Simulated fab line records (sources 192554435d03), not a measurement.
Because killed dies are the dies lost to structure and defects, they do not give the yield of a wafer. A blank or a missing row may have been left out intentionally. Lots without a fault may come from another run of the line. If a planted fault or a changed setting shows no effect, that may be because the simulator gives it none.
Split-lot study -- flow n5-finfet -- route with 1938 steps; 7 lots, 39 wafers read

== SPLIT DETAILS ==
At N5_HKMG_FIN_ETCH_55 (etches SOC in N2/H2, target depth 240 nm, time 300 s), the setting time-s was moved away from the recipe's 300 s on 9 of the 39 wafers read, by -24.9% to +59.6%. All remaining wafers had this setting at the recipe value.

Reading taken at the split's own step.

== THE READING ==
SiARC_of_HKMG_FIN_COAT_42.thk-nm (the simulator's own value, which no gauge read), in nm, at N5_HKMG_FIN_ETCH_55 (etches SOC in N2/H2, target depth 240 nm, time 300 s). There is no usual value for it anywhere in the file. Average 21.3 nm, standard deviation 0.44 nm, over the 30 wafers here run with the recipe.

wafer,"tool, chamber at the split","time-s as run, s",against the recipe,"SiARC_of_HKMG_FIN_COAT_42.thk-nm, nm",against lot-mates on the recipe
L076.1,"rie-diel-06, 0",300,recipe,21.8,-
L076.3,"rie-diel-06, 2",300,recipe,21.2,-
L076.6,"rie-diel-06, 0",300,recipe,22,-
L081.1,"rie-diel-06, 2",300,recipe,21,-
L081.2,"rie-diel-06, 1",300,recipe,21,-
L081.3,"rie-diel-06, 0",300,recipe,21.8,-
L081.4,"rie-diel-06, 0",300,recipe,21.8,-
L081.5,"rie-diel-06, 1",300,recipe,21,-
L081.6,"rie-diel-06, 2",300,recipe,21.2,-
L089.1,"rie-diel-01, 1",300,recipe,21,-
L089.2,"rie-diel-01, 3",225.4,-24.9%,24.6,+3.2
L089.3,"rie-diel-01, 0",300,recipe,22.2,-
L089.4,"rie-diel-01, 1",225.4,-24.9%,24.6,+3.2
L089.5,"rie-diel-01, 0",225.4,-24.9%,25.4,+4.0
L089.6,"rie-diel-01, 3",300,recipe,21,-
L091.1,"rie-diel-06, 3",393.8,+31.3%,16.2,-5.0
L091.2,"rie-diel-06, 2",393.8,+31.3%,16.8,-4.4
L091.3,"rie-diel-06, 0",300,recipe,21.4,-
L091.4,"rie-diel-06, 1",300,recipe,21,-
L091.5,"rie-diel-06, 1",393.8,+31.3%,16.6,-4.6
L091.6,"rie-diel-06, 2",300,recipe,21.2,-
L092.1,"rie-diel-06, 3",300,recipe,20.8,-
L092.2,"rie-diel-06, 1",300,recipe,21.2,-
L092.3,"rie-diel-06, 0",300,recipe,21.6,-
L092.4,"rie-diel-06, 2",300,recipe,21.2,-
L092.5,"rie-diel-06, 3",300,recipe,20.6,-
L092.6,"rie-diel-06, 0",300,recipe,21.6,-
L093.1,"rie-diel-06, 1",300,recipe,21,-
L093.2,"rie-diel-06, 0",300,recipe,21.6,-
L093.3,"rie-diel-06, 2",300,recipe,21,-
L093.4,"rie-diel-06, 3",300,recipe,20.4,-
L093.5,"rie-diel-06, 3",300,recipe,20.6,-
L093.6,"rie-diel-06, 2",300,recipe,21.2,-
L095.1,"rie-diel-02, 3",478.8,+59.6%,13.2,-8.5
L095.2,"rie-diel-02, 1",300,recipe,22,-
L095.3,"rie-diel-02, 0",300,recipe,21.6,-
L095.4,"rie-diel-02, 2",478.8,+59.6%,13.4,-8.3
L095.5,"rie-diel-02, 3",300,recipe,21.4,-
L095.6,"rie-diel-02, 2",478.8,+59.6%,13.4,-8.3

THE FIT
A straight line over all 39 wafers: SiARC_of_HKMG_FIN_COAT_42.thk-nm changes by -0.138 nm for each +1% of time-s; r = -0.99; the points scatter about the line by 0.44 nm.
The same after taking each lot's own level away (the mean of its wafers on the recipe; 39 wafers): -0.141 nm for each +1%; r = -0.99; scatter 0.37 nm.
According to that fit, moving time-s by its largest amount changes the reading by 8.4 nm.
Measured against the standard deviation above, the lots' own levels, which go from 20.97 to 21.67 nm, span 1.6 times it.
So the lot-to-lot level changes the slope little: the two slopes agree.
Check: with one of the wafers moved furthest among these (+59.6%) left out of the fit, the line predicts -8.43 nm for it against its lot-mates. Against them it came out at -8.47 nm.

== OTHER SPLITS ON THESE WAFERS ==
Other splits were also applied to these wafers ahead of the reading. Each is held against what the fit with the lots' levels taken away leaves over:
other split on the same wafers,wafers away from the commonest value,r with SiARC_of_HKMG_FIN_COAT_42.thk-nm (lot level and that fit taken away)
N5_ZERO_LAYER_DEVELOP_10 develop-time-s,15,+0.05
N5_FIN_SAQP_SPACER2_ALD_28 target-thk-a,12,+0.18

== THE WHOLE CHAIN: every reading that the file lists as answering this split, in the file's order ==
step,what it does,reading,change (the file's fit),r (the file's)
N5_HKMG_FIN_ETCH_55,"etches SOC in N2/H2, target depth 240 nm, time 300 s","etch.depth-nm (the simulator's own value, which no gauge read)",+2.44 nm for each +1% of the setting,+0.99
N5_HKMG_FIN_ETCH_55,"etches SOC in N2/H2, target depth 240 nm, time 300 s","HKMG_FIN.feature-depth-nm (the simulator's own value, which no gauge read)",+2.44 nm for each +1% of the setting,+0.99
N5_HKMG_FIN_ETCH_55,"etches SOC in N2/H2, target depth 240 nm, time 300 s","SiARC_of_HKMG_FIN_COAT_42.thk-nm (the simulator's own value, which no gauge read)",-0.142 nm for each +1% of the setting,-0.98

== FILE'S OWN FIT ==
SiARC_of_HKMG_FIN_COAT_42.thk-nm changes by -0.142 nm for each +1% of time-s, r = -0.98.
